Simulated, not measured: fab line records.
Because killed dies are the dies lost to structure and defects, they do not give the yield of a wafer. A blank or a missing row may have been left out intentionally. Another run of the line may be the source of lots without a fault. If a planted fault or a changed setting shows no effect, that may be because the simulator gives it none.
A lot that was struck, set against a sound lot :: flow nand harc :: 13 steps out of a route of 1302
Sound: wafers L897.4, L897.5, L897.6. Struck: wafer L902.4 (left out: L902.2, L902.3 of the same lot, which were not struck); the cause appears at the end.
At each step with rows: each side's tool, then ch and its chambers, then its first start. Under that, the readings that differ: sound wafers :: struck wafers :: difference of the means :: sigmas: that difference in standard deviations of wafers without a fault.
alike: a reading whose means differ by less than 2 such deviations, as well as words and numbers matching on both sides. not compared: withheld readings; readings where some wafer has no value; bounds like >300 that might hide an equal value; numbers whose values overlap and for which the record gives no deviation.
Wherever a step has rows on one side only, a row that says differs or no value, or a row with sigmas, the two part there. Non-overlapping numbers with no deviation appear without sigmas and do not part them. Lack of a reading on every wafer of one side parts them only where that side has two or more wafers.

first, 6 steps without rows for these wafers: NHARC_A_STAIRCASE_SOFTBAKE_179 (time 170 s); NHARC_A_STAIRCASE_EBR_180; NHARC_A_STAIRCASE_EXPOSE_181 (exposes mask STAIR 2); NHARC_A_STAIRCASE_PEB_182 (peb time 130 s); NHARC_A_STAIRCASE_DEVELOP_183 (time 140 s); NHARC_A_STAIRCASE_HARDBAKE_185 (time 140 s).
NHARC_A_STAIRCASE_DESCUM_186: chemistry O2, time 3 s.
  sound on rie diel-06 ch 0,2,3, day 16 09:23; struck on rie diel-06 ch 0, day 18 21:31
  alike: drypump motor current A, oes product au, rf vpp V, showerhead plenum p Torr, throttle valve pct
  not compared: rf hours counter h
NHARC_A_STAIRCASE_TRIM_187: chemistry O2, time 211.2 s.
  sound on rie diel-06 ch 0,2,3, day 16 09:33; struck on rie diel-06 ch 3, day 18 21:37
  alike: drypump motor current A, oes product au, rf vpp V, showerhead plenum p Torr, throttle valve pct
  not compared: rf hours counter h
NHARC_A_STAIRCASE_ETCH_188: etches the open film in C4F8/O2, target depth 100 nm, time 40.5 s.
  sound: rie diel-06 ch 1,2,3; struck: rie diel-06 ch 0
  alike: oes product au, rf vpp V
  not compared: rf hours counter h
NHARC_A_STAIRCASE_TRIM_189: chemistry O2, time 211.2 s.
  sound: rie diel-06 ch 0,1; struck: rie diel-06 ch 1
  alike: drypump motor current A, oes product au, rf vpp V, showerhead plenum p Torr, throttle valve pct
  not compared: rf hours counter h
NHARC_A_STAIRCASE_ETCH_190: etches the open film in C4F8/O2, target depth 100 nm, time 40.5 s.
  sound: rie diel-06 ch 1,2,3; struck: rie diel-06 ch 3
  alike: oes product au, rf vpp V
  not compared: rf hours counter h
NHARC_A_STAIRCASE_TRIM_191: chemistry O2, time 211.2 s.
  sound on rie diel-06 ch 0,1,3, day 16 10:21; struck on rie diel-06 ch 3, day 18 22:04
reading: oes product au (a.u.)
sound: 0.994 1.006 1.002
struck: 0.749
difference: -0.252
sigmas: -34
  alike: drypump motor current A, rf vpp V, showerhead plenum p Torr, throttle valve pct
  not compared: rf hours counter h
then, 1 step without rows for these wafers: NHARC_A_STAIRCASE_ETCH_192 (etches the open film in C4F8/O2, target depth 100 nm, time 40.5 s).

WHERE THEY PART
Only at NHARC_A_STAIRCASE_TRIM_191, within this record.

WHY: whatever the simulator had introduced
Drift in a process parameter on rie diel-06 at NHARC_A_STAIRCASE_TRIM_191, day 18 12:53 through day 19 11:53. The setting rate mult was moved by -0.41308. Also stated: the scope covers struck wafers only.
